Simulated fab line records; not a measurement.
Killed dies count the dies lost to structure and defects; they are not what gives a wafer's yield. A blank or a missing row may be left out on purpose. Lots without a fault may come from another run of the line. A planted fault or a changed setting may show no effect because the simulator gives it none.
fab line records	flow nand_harc
record: lots: 12	wafers: 36	last_day: 24
route steps=1159 shown P_BONDPAD@379 A_ZERO_WELL@403 END@1159
lots untouched by any fault: they come from a run of this same line in which no faults occurred
start_h: hours from the record's first day to the start of the lot's first wafer shown	wait_h: how many hours have passed since the lot's step before this one	" as in the row above	L1.1+2: a single row standing in for several wafers	- either no value or no given start	* or withheld: withheld	< > ~ a bound
route shown NAME@n: names a module that has steps shown in the file, with the first one's number in the route	usual: average and standard deviation across the fault-free wafers	same: alike in all rows	chamber/n: place in a boat	sites: the reading at each site	_std_site: the values' standard deviation	_edge_site: outer sites' mean less inner sites'	radius_mm: for every site, how far away it sits from the centre of the wafer	mask NAME#n: copy n	behind: tool/chamber where the wafer was last shaped	hold: reason for holding the lot/hours on hold/outcome of the hold	device: the transistor (n, p or np) that didn't switch	end of line: at the end of the route, the tests of the same wafers	a step without rows: its recipe alone	killed: not the wafer's yield, but the dies lost to structure and defects at the first sort	map: per-die view of a wafer (x killed, . not killed, _ where there is no die)
set.NAME: the setting as run; set.NAME@STEP: as run at that earlier step	model.NAME: the simulator's own value behind a step, which no gauge read
one table for each step of the route and one row for each wafer, over a sample of lots
services: when a tool's chamber went out of use (start_h, in hours from the record's first day, below 0 if earlier), for how many hours, and the reason
== steps ==
step: NHARC_P_BONDPAD_ANNEAL_28
recipe: temp_c: 225	time_s: 90
usual: anneal_temp_c: 225.00/0.16	wafer_temp_C_max: 226.3/0.39
lot.wafer	tool	chamber	start_h	wait_h	anneal_temp_c	wafer_temp_C_max
L853.2	rtp_anneal-02	0	141.38	0.3	224.98	226.5
L853.3	"	0	"	"	224.95	227.2
L853.5	"	0	"	"	224.74	226.8
L858.4	rtp_anneal-02	0	168.21	0.3	225.21	225.9
L858.5	"	0	"	"	224.86	226.3
L858.6	"	0	"	"	224.96	226.9
L857.1	rtp_anneal-02	0	168.92	-	224.94	226.3
L857.5	"	0	"	"	225.23	226.5
L857.6	"	0	"	"	225.03	226.7
L860.2	rtp_anneal-02	0	183.94	-	224.80	226.5
L860.3	"	0	"	"	225.11	227.0
L860.4	"	0	"	"	225.00	226.8
L864.2	rtp_anneal-02	0	216.00	0.3	225.04	226.6
L864.3	"	0	"	"	224.91	226.5
L864.5	"	0	"	"	225.09	226.6
L861.2	rtp_anneal-02	0	221.85	0.4	224.79	226.9
L861.3	"	0	"	"	224.67	226.7
L861.4	"	0	"	"	224.82	226.8
L866.3	rtp_anneal-02	0	228.49	-	224.99	226.7
L866.4	"	0	"	"	224.93	226.7
L866.5	"	0	"	"	225.14	226.6
L865.1	rtp_anneal-01	0	228.95	0.3	225.09	225.7
L865.3	"	0	"	"	224.94	226.0
L865.6	"	0	"	"	224.77	225.9
L869.1	rtp_anneal-02	0	250.49	0.3	225.16	226.7
L869.2	"	0	"	"	224.90	227.0
L869.6	"	0	"	"	225.20	226.6
L873.1	rtp_anneal-02	0	260.66	-	224.78	226.1
L873.3	"	0	"	"	224.97	226.0
L873.4	"	0	"	"	225.01	226.6
L872.2	rtp_anneal-01	0	261.07	0.3	225.04	225.8
L872.3	"	0	"	"	224.95	225.7
L872.4	"	0	"	"	224.84	225.6
L874.2	rtp_anneal-02	0	265.06	-	225.50	226.6
L874.3	"	0	"	"	225.22	226.4
L874.6	"	0	"	"	225.23	226.4
step: NHARC_P_BONDPAD_INSPECT_23
usual: raw_defect_count: 348/140
lot.wafer	tool	chamber	start_h	wait_h	raw_defect_count
L853.2	defect_inspect-02	-	142.24	0.0	281
L853.3	"	-	"	"	226
L853.5	"	-	"	"	209
L858.4	defect_inspect-02	-	168.96	0.0	203
L858.5	"	-	"	"	451
L858.6	"	-	"	"	284
L857.1	defect_inspect-02	-	169.79	0.0	523
L857.5	"	-	"	"	293
L857.6	"	-	"	"	368
L860.2	defect_inspect-02	-	184.79	0.1	239
L860.3	"	-	"	"	328
L860.4	"	-	"	"	246
L864.2	defect_inspect-02	-	216.84	0.0	539
L864.3	"	-	"	"	482
L864.5	"	-	"	"	690
L861.2	defect_inspect-02	-	222.70	0.0	316
L861.3	"	-	"	"	328
L861.4	"	-	"	"	274
L866.3	defect_inspect-01	-	229.27	0.0	310
L866.4	"	-	"	"	252
L866.5	"	-	"	"	267
L865.1	defect_inspect-02	-	229.84	0.1	427
L865.3	"	-	"	"	435
L865.6	"	-	"	"	253
L869.1	defect_inspect-01	-	251.36	0.0	261
L869.2	"	-	"	"	620
L869.6	"	-	"	"	430
L873.1	defect_inspect-02	-	261.53	0.0	414
L873.3	"	-	"	"	331
L873.4	"	-	"	"	298
L872.2	defect_inspect-01	-	261.90	0.0	433
L872.3	"	-	"	"	442
L872.4	"	-	"	"	365
L874.2	defect_inspect-02	-	265.90	0.0	404
L874.3	"	-	"	"	190
L874.6	"	-	"	"	249
step: NHARC_A_ZERO_WELL_DESCUM_12
recipe: time_s: 3	o2_flow_sccm: 200	ar_flow_sccm: 0	bias_power_w: 0	chemistry: O2
usual: chamber_pressure_mTorr: 60.00/0.055	drypump_motor_current_A: 5.8/0.37	oes_product_au: 0.997/0.0069	rf_vpp_V: 57.7/0.96	showerhead_plenum_p_Torr: 1.88/0.084	throttle_valve_pct: 11.311/0.0086
lot.wafer	tool	chamber	start_h	wait_h	chamber_pressure_mTorr	drypump_motor_current_A	oes_product_au	rf_hours_counter_h	rf_vpp_V	showerhead_plenum_p_Torr	throttle_valve_pct
L853.2	rie_diel-10	3	143.77	-	60.09	6.1	1.000	8	56.0	1.80	11.304
L853.3	"	0	"	"	60.08	5.4	1.005	8	57.9	1.85	11.303
L853.5	"	2	"	"	60.06	6.0	0.985	-	58.0	1.88	11.310
L858.4	rie_diel-08	0	170.48	-	60.01	6.2	0.992	3	57.6	1.87	11.302
L858.5	"	1	"	"	59.96	5.6	1.012	-	58.5	2.04	11.322
L858.6	"	2	"	"	60.10	5.9	1.001	-	59.1	1.81	11.312
L857.1	rie_diel-10	3	171.30	-	60.04	6.1	0.995	10	57.9	1.80	11.321
L857.6	"	3	"	"	59.98	6.1	1.000	-	58.4	1.80	11.303
L857.5	"	0	"	"	59.98	5.4	1.002	-	57.3	1.85	11.302
L860.3	rie_diel-10	2	186.25	-	60.04	6.0	0.999	0	58.6	1.88	11.317
L860.2	"	0	"	"	60.07	5.4	0.987	0	56.8	1.85	11.323
L860.4	"	1	"	"	59.96	5.5	1.008	0	57.8	1.88	11.309
L864.2	rie_diel-10	0	218.33	-	59.97	5.4	1.005	1	59.5	1.85	11.309
L864.3	"	1	"	"	60.03	5.5	1.005	1	57.6	1.88	11.311
L864.5	"	2	"	"	60.03	6.0	1.001	-	57.8	1.88	11.301
L861.3	rie_diel-08	1	224.18	-	60.00	5.7	0.994	6	56.7	2.04	11.311
L861.2	"	2	"	"	59.97	6.0	0.993	7	56.5	1.81	11.321
L861.4	"	3	"	"	59.99	5.4	1.001	-	57.8	1.83	11.302
L866.4	rie_diel-10	0	230.63	-	59.98	5.4	0.988	2	57.9	1.85	11.298
L866.3	"	3	"	"	60.04	6.1	0.987	2	57.0	1.80	11.306
L866.5	"	0	"	"	59.98	5.4	0.977	-	59.1	1.85	11.311
L865.3	rie_diel-08	3	231.20	-	60.00	5.4	0.996	6	56.2	1.83	11.306
L865.1	"	1	"	"	59.94	5.6	1.005	7	57.9	2.04	11.312
L865.6	"	2	"	"	60.06	5.9	1.010	-	55.9	1.81	11.318
L869.2	rie_diel-08	3	252.90	-	60.02	5.4	0.999	9	57.3	1.83	11.328
L869.1	"	0	"	"	59.96	6.3	0.994	7	57.4	1.87	11.317
L869.6	"	3	"	"	60.01	5.4	0.997	-	57.1	1.83	11.309
L873.1	rie_diel-10	2	263.06	-	60.05	6.0	0.996	4	57.1	1.88	11.310
L873.3	"	3	"	"	60.05	6.1	0.987	5	57.8	1.80	11.307
L873.4	"	1	"	"	59.83	5.5	0.991	5	57.9	1.88	11.318
L872.4	rie_diel-08	2	263.36	-	59.93	5.9	0.995	10	57.6	1.81	11.294
L872.2	"	3	"	"	59.93	5.4	0.996	10	56.7	1.83	11.298
L872.3	"	0	"	"	60.07	6.3	0.998	8	58.2	1.87	11.314
L874.3	rie_diel-10	1	267.39	-	60.12	5.5	0.991	5	58.0	1.88	11.300
L874.2	"	2	"	"	60.10	6.0	0.999	5	58.3	1.88	11.315
L874.6	"	1	"	"	59.89	5.5	0.991	-	57.7	1.88	11.297
step: NHARC_A_ZERO_WELL_ETCH_13
recipe: target_depth_a: 1200	time_s: 40.1	hbr_flow_sccm: 150	cl2_flow_sccm: 50	rf_w: 400	icp_w: 400	bias_w: 100	chemistry: HBr/Cl2
usual: bias_w: 100.0/0.31	chamber_pressure_mTorr: 14.999/0.014	drypump_motor_current_A: 5.6/0.34	oes_product_au: 1.000/0.0075	throttle_valve_pct: 26.405/0.0099
lot.wafer	tool	chamber	start_h	wait_h	bias_w	chamber_pressure_mTorr	drypump_motor_current_A	oes_product_au	rf_hours_counter_h	throttle_valve_pct
L853.2	rie_si-04	2	143.98	-	99.9	14.997	5.9	0.999	0.21	26.406
L853.3	"	3	"	"	99.7	15.004	6.1	0.992	0.17	26.402
L853.5	"	1	"	"	100.3	15.000	5.7	0.991	-	26.405
L858.4	rie_si-04	3	170.69	-	100.1	14.983	6.1	1.001	0.32	26.412
L858.6	"	0	"	"	99.8	15.026	5.0	1.022	-	26.427
L858.5	"	1	"	"	100.5	14.998	5.7	0.997	-	26.402
L857.1	rie_si-06	2	171.54	-	100.3	15.002	6.0	1.000	1.14	26.402
L857.6	"	3	"	"	100.5	14.999	5.5	1.007	-	26.418
L857.5	"	0	"	"	99.6	14.980	5.5	1.001	-	26.398
L860.3	rie_si-04	3	186.45	-	100.4	15.003	6.1	0.996	0.41	26.409
L860.2	"	1	"	"	100.4	15.040	5.7	1.000	0.53	26.407
L860.4	"	2	"	"	100.3	15.012	5.9	0.999	0.54	26.424
L864.2	rie_si-04	2	218.52	-	-	-	-	-	-	-
L864.3	"	1	"	"	-	-	-	-	-	-
L864.5	"	2	"	"	-	-	-	-	-	-
L861.2	rie_si-01	3	224.42	-	-	-	-	-	-	-
L861.4	"	0	"	"	-	-	-	-	-	-
L861.3	"	2	"	"	-	-	-	-	-	-
L866.4	rie_si-01	3	230.88	-	-	-	-	-	-	-
L866.3	"	0	"	"	-	-	-	-	-	-
L866.5	"	3	"	"	-	-	-	-	-	-
L865.1	rie_si-04	2	231.43	-	100.4	15.000	5.9	1.002	0.82	26.413
L865.3	"	1	"	"	100.3	14.991	5.7	0.997	0.72	26.390
L865.6	"	3	"	"	100.2	14.984	6.1	0.995	-	26.394
L869.1	rie_si-01	0	253.10	-	99.9	15.000	5.8	1.009	0.87	26.384
L869.2	"	3	"	"	99.6	14.980	5.3	0.999	0.86	26.400
L869.6	"	1	"	"	99.8	15.023	5.4	1.002	-	26.390
L873.4	rie_si-01	0	263.26	-	100.1	15.029	5.8	0.999	0.95	26.401
L873.3	"	1	"	"	99.6	15.009	5.4	0.987	1.04	26.405
L873.1	"	2	"	"	100.0	14.995	5.7	1.010	1.02	26.412
L872.2	rie_si-04	2	263.56	-	100.2	14.976	5.9	0.999	1.14	26.397
L872.4	"	3	"	"	100.0	14.998	6.1	0.973	0.99	26.414
L872.3	"	0	"	"	99.9	14.996	5.0	1.003	0.89	26.431
L874.2	rie_si-01	2	267.60	-	100.8	14.999	5.7	1.007	1.04	26.412
L874.3	"	0	"	"	100.0	15.007	5.8	0.998	1.00	26.410
L874.6	"	2	"	"	100.1	15.008	5.7	1.011	-	26.406
step: NHARC_END_SORT_01
recipe: temp_c: 25
usual: killed_at_array: 29/11	killed_at_other: 0.6/0.92	killed_at_periphery: 3.2/2	killed_dies: 33/11	killed_open: 3.2/2	killed_short: 1.9/1.5
same: gross_dies: 677
lot.wafer	tool	chamber	start_h	wait_h	killed_at_array	killed_at_other	killed_at_periphery	killed_dies	killed_open	killed_short
L858.4	prober-02	0	487.30	3.5	12	2	1	15	0	3
L858.5	prober-02	0	488.11	3.8	12	6	4	22	4	2
L858.6	prober-02	0	488.92	4.1	17	0	3	20	8	3
L860.2	prober-02	0	493.71	2.8	17	0	3	20	2	4
L860.3	prober-02	0	494.51	3.1	21	1	1	23	4	3
L860.4	prober-02	0	495.32	3.4	9	0	4	13	0	3
L864.2	prober-01	0	511.62	2.8	671	0	6	677	4	1
L864.3	prober-01	0	512.40	3.1	675	0	2	677	2	3
L864.5	prober-01	0	513.97	3.6	676	0	1	677	7	1
L861.2	prober-01	0	520.22	2.8	670	0	7	677	8	2
L861.3	prober-01	0	521.00	3.1	673	0	4	677	7	2
L861.4	prober-01	0	521.79	3.3	673	0	4	677	6	1
L866.3	prober-02	0	521.04	3.1	674	0	3	677	1	1
L866.4	prober-02	0	521.84	3.4	673	0	4	677	5	3
L866.5	prober-02	0	522.63	3.7	673	0	4	677	5	4
L869.1	prober-02	0	570.57	2.5	57	1	2	60	3	2
L869.2	prober-02	0	571.37	2.8	43	2	2	47	2	0
L869.6	prober-02	0	574.57	4.0	52	2	1	55	5	1
L872.2	prober-01	0	572.34	2.8	18	0	1	19	3	0
L872.3	prober-01	0	573.14	3.1	29	0	3	32	2	2
L872.4	prober-01	0	573.93	3.4	28	0	4	32	6	2
L873.1	prober-01	0	579.35	2.5	33	1	3	37	5	4
L873.3	prober-01	0	580.94	3.1	39	1	1	41	5	0
L873.4	prober-01	0	581.74	3.4	28	1	2	31	2	4
killed by level:class
L858.4 A_STAIRCASE:chamber_film_flake=4 A_ZERO_WELL:chamber_film_flake=2 A_CHANNEL_HOLE_D1:chamber_film_flake=2 THIN_TSV:chamber_film_flake=2 A_SOURCE_PLATE:geometric_particle:short=1 A_CHANNEL_FILL_D1:geometric_particle:short=1 A_WL_FILL:geometric_particle:short=1 P_ZERO_WELL:chamber_film_flake=1
L858.5 THIN_TSV:chamber_film_flake=5 A_STAIRCASE:chamber_film_flake=4 A_WL_FILL:chamber_film_flake=2 P_M1:geometric_particle:open=1 A_CHANNEL_FILL_D1:geometric_particle:open=1 A_WL_FILL:geometric_particle:open=1 A_CONTACT:geometric_particle:open=1 A_BLC:geometric_particle:short=1
L858.6 A_M0:geometric_particle:open=3 A_ONON_D1:geometric_particle:open=2 A_CHANNEL_HOLE_D1:chamber_film_flake=2 A_WL_FILL:chamber_film_flake=2 A_CONTACT:chamber_film_flake=2 P_GATE:geometric_particle:short=1 P_M0:geometric_particle:open=1 A_ONON_D1:geometric_particle:short=1
L860.2 A_STAIRCASE:chamber_film_flake=7 A_CHANNEL_FILL_D1:geometric_particle:short=2 P_BONDPAD:chamber_film_flake=2 A_CONTACT:chamber_film_flake=2 A_CHANNEL_HOLE_D1:chamber_film_flake=2 P_ZERO_WELL:geometric_particle:short=1 A_STAIRCASE:geometric_particle:open=1 A_CONTACT:geometric_particle:open=1
L860.3 A_CHANNEL_HOLE_D1:chamber_film_flake=7 A_STAIRCASE:chamber_film_flake=4 A_CONTACT:geometric_particle:open=3 A_ZERO_WELL:chamber_film_flake=3 A_CHANNEL_FILL_D1:geometric_particle:open=1 A_CHANNEL_FILL_D1:geometric_particle:short=1 A_SGD_CUT:geometric_particle:short=1 A_CONTACT:geometric_particle:short=1
L860.4 A_CHANNEL_HOLE_D1:chamber_film_flake=2 A_STAIRCASE:chamber_film_flake=2 A_CONTACT:chamber_film_flake=2 P_STI:geometric_particle:short=1 P_CONTACT:geometric_particle:short=1 A_WL_FILL:geometric_particle:short=1 P_ZERO_WELL:chamber_film_flake=1 P_BONDPAD:chamber_film_flake=1
L864.2 A_ZERO_WELL:area_etch=626 A_CHANNEL_HOLE_D1:chamber_film_flake=22 A_SLIT:chamber_film_flake=9 A_CONTACT:chamber_film_flake=8 P_ZERO_WELL:chamber_film_flake=4 A_CHANNEL_FILL_D1:geometric_particle:open=2 P_STI:geometric_particle:open=1 A_CHANNEL_HOLE_D1:geometric_particle:short=1
L864.3 A_ZERO_WELL:area_etch=631 A_SLIT:chamber_film_flake=17 A_CHANNEL_HOLE_D1:chamber_film_flake=15 A_STAIRCASE:chamber_film_flake=3 A_CONTACT:chamber_film_flake=3 A_ONON_D1:geometric_particle:short=1 A_CHANNEL_HOLE_D1:geometric_particle:short=1 A_CHANNEL_FILL_D1:geometric_particle:open=1
L864.5 A_ZERO_WELL:area_etch=641 A_CHANNEL_HOLE_D1:chamber_film_flake=16 A_SLIT:chamber_film_flake=11 A_CONTACT:geometric_particle:open=3 P_M0:geometric_particle:open=1 A_ONON_D1:geometric_particle:open=1 A_CHANNEL_HOLE_D1:geometric_particle:open=1 A_CHANNEL_FILL_D1:geometric_particle:open=1
L861.2 A_ZERO_WELL:area_etch=642 A_SLIT:chamber_film_flake=9 P_ZERO_WELL:chamber_film_flake=6 A_CONTACT:chamber_film_flake=6 A_CONTACT:geometric_particle:open=5 A_CHANNEL_HOLE_D1:chamber_film_flake=4 P_M0:geometric_particle:open=1 A_SOURCE_PLATE:geometric_particle:open=1
L861.3 A_ZERO_WELL:area_etch=645 A_SLIT:chamber_film_flake=13 A_CHANNEL_HOLE_D1:chamber_film_flake=4 A_WL_FILL:chamber_film_flake=3 A_CONTACT:geometric_particle:open=2 A_CONTACT:chamber_film_flake=2 P_CONTACT:geometric_particle:open=1 P_M0:geometric_particle:open=1
L866.3 A_ZERO_WELL:area_etch=632 A_CHANNEL_HOLE_D1:chamber_film_flake=26 A_SLIT:chamber_film_flake=12 P_CONTACT:geometric_particle:open=1 A_WL_FILL:geometric_particle:short=1 P_ZERO_WELL:chamber_film_flake=1 P_GATE:chamber_film_flake=1 A_CHANNEL_FILL_D1:chamber_film_flake=1
L861.4 A_ZERO_WELL:area_etch=636 A_SLIT:chamber_film_flake=17 A_CHANNEL_HOLE_D1:chamber_film_flake=5 A_STAIRCASE:chamber_film_flake=4 A_CONTACT:chamber_film_flake=4 A_CHANNEL_FILL_D1:geometric_particle:open=3 P_ZERO_WELL:chamber_film_flake=3 A_ONON_D1:geometric_particle:open=2
L866.4 A_ZERO_WELL:area_etch=633 A_CHANNEL_HOLE_D1:chamber_film_flake=19 A_SLIT:chamber_film_flake=8 A_CONTACT:chamber_film_flake=5 A_BLC:geometric_particle:open=2 A_M0:geometric_particle:short=2 A_CHANNEL_FILL_D1:chamber_film_flake=2 P_CONTACT:geometric_particle:short=1
L866.5 A_ZERO_WELL:area_etch=624 A_CHANNEL_HOLE_D1:chamber_film_flake=23 A_SLIT:chamber_film_flake=12 A_CONTACT:chamber_film_flake=3 A_CONTACT:geometric_particle:short=2 A_BLC:geometric_particle:open=2 P_STI:chamber_film_flake=2 A_STAIRCASE:chamber_film_flake=2
L869.1 A_CHANNEL_HOLE_D1:chamber_film_flake=21 A_SLIT:chamber_film_flake=19 A_STAIRCASE:chamber_film_flake=9 A_CONTACT:chamber_film_flake=4 P_M0:geometric_particle:open=1 A_ONON_D1:geometric_particle:short=1 A_WL_FILL:geometric_particle:open=1 A_CONTACT:geometric_particle:open=1
L869.2 A_CHANNEL_HOLE_D1:chamber_film_flake=18 A_SLIT:chamber_film_flake=15 A_STAIRCASE:chamber_film_flake=6 A_CONTACT:chamber_film_flake=3 THIN_TSV:chamber_film_flake=2 P_CONTACT:geometric_particle:open=1 A_BLC:geometric_particle:open=1 P_M1:chamber_film_flake=1
L872.2 A_CONTACT:chamber_film_flake=5 A_CHANNEL_HOLE_D1:chamber_film_flake=4 A_STAIRCASE:chamber_film_flake=3 A_CHANNEL_FILL_D1:chamber_film_flake=2 A_WL_FILL:geometric_particle:open=1 A_CONTACT:geometric_particle:open=1 A_BLC:geometric_particle:open=1 P_GATE:chamber_film_flake=1
L872.3 A_CHANNEL_HOLE_D1:chamber_film_flake=8 A_CONTACT:chamber_film_flake=8 A_STAIRCASE:chamber_film_flake=6 P_STI:chamber_film_flake=2 A_SLIT:chamber_film_flake=2 P_M1:geometric_particle:short=1 A_WL_FILL:geometric_particle:short=1 A_CONTACT:geometric_particle:open=1
L872.4 A_CONTACT:chamber_film_flake=12 A_STAIRCASE:chamber_film_flake=5 A_CHANNEL_HOLE_D1:chamber_film_flake=3 A_CONTACT:geometric_particle:open=2 A_BLC:chamber_film_flake=2 P_M0:geometric_particle:open=1 P_M1:geometric_particle:open=1 P_M2:geometric_particle:open=1
L869.6 A_CHANNEL_HOLE_D1:chamber_film_flake=22 A_SLIT:chamber_film_flake=15 A_CONTACT:chamber_film_flake=5 A_STAIRCASE:chamber_film_flake=4 A_CHANNEL_FILL_D1:geometric_particle:open=2 THIN_TSV:chamber_film_flake=2 A_SOURCE_PLATE:geometric_particle:short=1 A_WL_FILL:geometric_particle:open=1
L873.1 A_SLIT:chamber_film_flake=14 A_CHANNEL_HOLE_D1:chamber_film_flake=11 P_CONTACT:geometric_particle:short=2 A_WL_FILL:geometric_particle:open=2 P_CONTACT:geometric_particle:open=1 A_ONON_D1:geometric_particle:short=1 A_STAIRCASE:geometric_particle:open=1 A_CONTACT:geometric_particle:open=1
L873.3 A_SLIT:chamber_film_flake=22 A_CONTACT:chamber_film_flake=5 A_CHANNEL_HOLE_D1:chamber_film_flake=4 A_STAIRCASE:chamber_film_flake=3 P_M0:geometric_particle:open=1 A_CHANNEL_HOLE_D1:geometric_particle:open=1 A_WL_FILL:geometric_particle:open=1 A_CONTACT:geometric_particle:open=1
L873.4 A_SLIT:chamber_film_flake=10 A_CHANNEL_HOLE_D1:chamber_film_flake=7 A_CONTACT:chamber_film_flake=5 P_CONTACT:geometric_particle:short=1 A_CHANNEL_FILL_D1:geometric_particle:short=1 A_CHANNEL_FILL_D1:geometric_particle:open=1 A_BLC:geometric_particle:short=1 A_M0:geometric_particle:open=1
== services ==
tool	chamber	start_h	hours	kind
rie_si-06	1	117.51	3.0	repair
rie_diel-08	-	125.00	9.0	pm
rie_si-01	-	127.00	9.0	pm
rie_diel-10	0	131.00	-	clean
rie_diel-10	1	131.00	-	clean
rie_diel-10	2	131.00	-	clean
rie_diel-10	3	131.00	-	clean
rie_diel-10	-	148.39	0.6	repair
rie_si-06	3	152.37	2.7	repair
rie_diel-10	0	155.50	-	clean
rie_diel-10	1	155.50	-	clean
rie_diel-10	2	155.50	-	clean
rie_diel-10	3	155.50	-	clean
rie_si-06	0	163.39	1.0	repair
rie_diel-10	-	176.67	9.0	pm
rie_diel-10	0	176.67	9.0	vent_cycle
rie_diel-10	1	176.67	9.0	vent_cycle
rie_diel-10	2	176.67	9.0	vent_cycle
rie_diel-10	3	176.67	9.0	vent_cycle
rie_si-06	-	183.00	9.0	pm
rie_diel-10	0	185.67	-	clean
rie_diel-10	1	185.67	-	clean
rie_diel-08	0	223.77	14.5	repair
rie_diel-08	3	264.44	1.8	repair
== key ==
first_sign: step: NHARC_A_ZERO_WELL_ETCH_13	reading: tool_record	direction: missing
effect: step: NHARC_END_SORT_01	reading: killed_at_array	direction: up	sigmas: 61	usual: 29	struck: 673
more_kills_born_at: NHARC_A_ZERO_WELL_ETCH_13@rie_si-01: 3812	NHARC_A_ZERO_WELL_ETCH_13@rie_si-04: 1898
met_at NHARC_A_ZERO_WELL_ETCH_13
struck_lots L861,L864,L866
later_rows_left_out L861.2,L861.3,L861.4,L864.2,L864.3,L864.5,L866.3,L866.4,L866.5
tester_left_out L861,L864,L866
not_acting_at NHARC_P_BONDPAD_ANNEAL_28,NHARC_P_BONDPAD_INSPECT_23,NHARC_A_ZERO_WELL_DESCUM_12
onset_between 186.45 218.52
fault: kind: skipped_step_whole	tool: rie_si-01,rie_si-04	chamber: -	onset_h: 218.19	steps: NHARC_A_ZERO_WELL_ETCH_13	scope: struck_lots_only
tester_left_out: of these lots the tester's yield and bins aren't shown, on N5 and GAA mostly nor the transistor test; their killed dies are dies lost to structure and defects alone, not to doping, threshold or leakage, so they don't give the yield
later_rows_left_out: the simulator's readings of these wafers behind a module that went badly wrong aren't trusted and aren't shown, but for the sort
